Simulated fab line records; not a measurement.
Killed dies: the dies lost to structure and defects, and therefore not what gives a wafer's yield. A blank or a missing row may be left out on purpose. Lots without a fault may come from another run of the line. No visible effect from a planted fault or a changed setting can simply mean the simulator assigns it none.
What tool caused it? / flow n5_finfet / at 1 step of a route of 1938, 11 lots with 33 wafers sampled

WHAT EACH GAUGE READ, for each wafer
N5_BEOL_M8_OVL_MEAS_29. Usual: for V7_OVL the level is -0.2 nm and the standard deviation is 0.65.
lot=L679; measured=day 8 22:16; on=overlay-02; V7_OVL (nm)=-0.8 -0.3 -1.0; flag=
lot=L680; measured=day 9 18:14; on=overlay-02; V7_OVL (nm)=0.7 -0.7 -0.3; flag=
lot=L681; measured=day 9 20:22; on=overlay-01; V7_OVL (nm)=0.0 -0.4 -1.7; flag=
lot=L686; measured=day 11 04:43; on=overlay-02; V7_OVL (nm)=0.2 -0.9 0.4; flag=
lot=L690; measured=day 11 20:14; on=overlay-02; V7_OVL (nm)=-0.6 0.6 -0.2; flag=
lot=L694; measured=day 12 19:31; on=overlay-02; V7_OVL (nm)=-0.3 -0.3 0.0; flag=
lot=L693; measured=day 12 23:16; on=overlay-02; V7_OVL (nm)=0.3 0.1 0.3; flag=
lot=L698; measured=day 14 02:04; on=overlay-01; V7_OVL (nm)=0.0 -0.2 -0.2; flag=
lot=L700; measured=day 14 05:01; on=overlay-01; V7_OVL (nm)=0.6 0.1 0.1; flag=
lot=L701; measured=day 14 13:23; on=overlay-02; V7_OVL (nm)=0.4 -0.2 -0.2; flag=
lot=L702; measured=day 15 08:26; on=overlay-01; V7_OVL (nm)=-0.5 -0.5 0.4; flag=

TOOL THAT RAN EACH LOT (tool first, then ch and the chambers of the sampled wafers, then the start)
The record shows no process step preceding these readings.

WHAT THE TOOLS THEMSELVES READ (means of the sampled wafers that have a number; where no wafer has one, the mark that the record gives instead)
The record holds no such reading with a usual standard deviation.

THE ANSWER, worked out from the rows above alone
Rule: take the mean of a lot's wafers that have a number; if it is more than 3 standard deviations from the usual mean, the lot is off. Also off: a lot with no number at a reading for which 4 or more lots have one. All remaining lots with rows at the step are treated as sound. First the gauges in route order, then the tools' own readings, where a lot's mean is used as printed above. The first step at which some lot is off is used, and at that step the reading that is off furthest; a lot without a number counts as furthest.
No lot is off on any of the readings shown, so nothing can be concluded from this.

WHAT WAS PUT IN BY THE SIMULATOR
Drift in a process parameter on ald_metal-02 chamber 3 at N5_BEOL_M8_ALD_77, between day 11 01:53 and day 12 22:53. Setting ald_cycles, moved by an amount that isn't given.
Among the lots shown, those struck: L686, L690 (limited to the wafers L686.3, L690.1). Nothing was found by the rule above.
